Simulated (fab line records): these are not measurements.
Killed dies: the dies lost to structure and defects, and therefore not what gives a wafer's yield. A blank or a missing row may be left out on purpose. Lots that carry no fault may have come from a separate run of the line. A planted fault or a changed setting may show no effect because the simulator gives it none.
A struck lot beside a sound one -- flow nandHarc -- 20 steps out of a route of 1159
Sound: the wafers L731.2, L731.3, L731.6. Struck: wafer L729.1; the same lot's L729.2 was not struck, so it is left out; see the end for the cause.
Each step with rows lists, per side, the tool, then ch with its chambers, then its first start. Under that, the readings that differ: sound wafers -- struck wafers -- difference of the means -- sigmas: that difference in standard deviations of wafers without a fault.
alike: readings with means less than 2 such deviations apart, plus words and numbers identical on both sides. not compared: withheld readings, readings lacking a value on some wafer, bounds such as >300 that could conceal the same value, and numbers that have no deviation in the record and whose values overlap.
Wherever a step has rows on one side only, a row that says differs or no value, or a row with sigmas, the two part there. When numbers do not overlap yet have no deviation, they are printed without sigmas and do not part them. A reading that every wafer of one side lacks parts them only if that side has two wafers or more.

first, 1 step without rows for these wafers: NHARC_A_CONTACT_SRD_22.
NHARC_A_CONTACT_INSPECT_23:
  sound on defectInspect-01, day 22 01:37; struck on defectInspect-01, day 21 13:57
  alike: rawDefectCount
then, 9 steps without rows for these wafers: NHARC_A_BLC_DEHYDRATE_00 (time 120 s); NHARC_A_BLC_HMDS_01 (time 30 s); NHARC_A_BLC_COAT_02 (time 75 s); NHARC_A_BLC_COAT_03 (time 65 s); NHARC_A_BLC_COAT_04 (resist thk 90 nm); NHARC_A_BLC_SOFTBAKE_05 (time 55 s); NHARC_A_BLC_EBR_06; NHARC_A_BLC_EXPOSE_07 (exposes mask A BLC, target cd 100 nm); NHARC_A_BLC_PEB_08 (peb time 65 s).
NHARC_A_BLC_DEVELOP_09: develop time 35 s.
  sound on lithoTrack-04 ch 0, day 22 02:00; struck on lithoTrack-06 ch 0, day 21 14:00
NHARC_A_BLC_CD_MEAS_10 targets a cd of 100 nm.
  sound on cdSem-02 ch 0, day 22 02:07; struck on cdSem-03 ch 0, day 21 14:28
reading,sound,struck,difference,sigmas
cdNm (nm),100.6 100.9 100.6,102.1,+1.4,+3
NHARC_A_BLC_OVL_MEAS_11:
  sound on overlay-02, day 22 02:12; struck on overlay-01, day 21 14:33
  alike: overlayXNm, overlayYNm
NHARC_A_BLC_INSPECT_12:
  sound on defectInspect-01, day 22 02:14; struck on defectInspect-02, day 21 14:35
  alike: rawDefectCount
NHARC_A_BLC_DESCUM_15: chemistry O2, time 3 s.
  sound on rieDiel-12 ch 1,2, day 22 02:19; struck on rieDiel-05 ch 3, day 21 14:40
reading,sound,struck,difference,sigmas
rfVppV (V),58.1 58.9 58.3,56.3,-2.1,-2
model.A_BLC.cdNm (nm),100.2 100.6 101,101.8,+1.2,
  alike: drypumpMotorCurrentA, oesProductAu, showerheadPlenumPTorr, throttleValvePct
  not compared: rfHoursCounterH
NHARC_A_BLC_ETCH_16: etches the open film in CF4, target depth 39 nm, time 65 s.
  sound on rieDiel-12 ch 0,1,2, day 22 02:23; struck on rieDiel-05 ch 2, day 21 14:45
reading,sound,struck,difference,sigmas
biasW (W),100.62 99.93 100.20,99.65,-0.60,-2
  alike: drypumpMotorCurrentA, oesProductAu, rfVppV, showerheadPlenumPTorr, throttleValvePct
  not compared: rfHoursCounterH
NHARC_A_BLC_ETCH_17: etches the open film in N2/H2, target depth 390 nm, time 609.38 s.
  sound: rieDiel-12 ch 1,3; struck: rieDiel-05 ch 2
reading,sound,struck,difference,sigmas
oesProductAu (a.u.),0.990 0.984 0.994,1.009,+0.020,+3
  alike: biasW, drypumpMotorCurrentA, rfVppV, showerheadPlenumPTorr, throttleValvePct
  not compared: rfHoursCounterH
NHARC_A_BLC_ETCH_18: etches the open film in C4F8/O2/Ar, target depth 910 nm.
  sound: rieDiel-12 ch 0,1,2; struck: rieDiel-05 ch 3
reading,sound,struck,difference,sigmas
model.A_BLC.cdNm (nm),102.3 102.4 103.3,104.3,+1.6,
  alike: biasW, oesProductAu, rfVppV
  not compared: rfHoursCounterH
NHARC_A_BLC_CD_MEAS_19:
  sound on cdSem-02, day 22 03:16; struck on cdSem-01, day 21 15:47
  alike: cdNm

## WHERE THEY PART
At NHARC_A_BLC_CD_MEAS_10 first; at NHARC_A_BLC_ETCH_17 last (within this record only). Later steps at which nothing parts them and some readings are alike: NHARC_A_BLC_ETCH_18, NHARC_A_BLC_CD_MEAS_19.

WHY: whatever the simulator had introduced
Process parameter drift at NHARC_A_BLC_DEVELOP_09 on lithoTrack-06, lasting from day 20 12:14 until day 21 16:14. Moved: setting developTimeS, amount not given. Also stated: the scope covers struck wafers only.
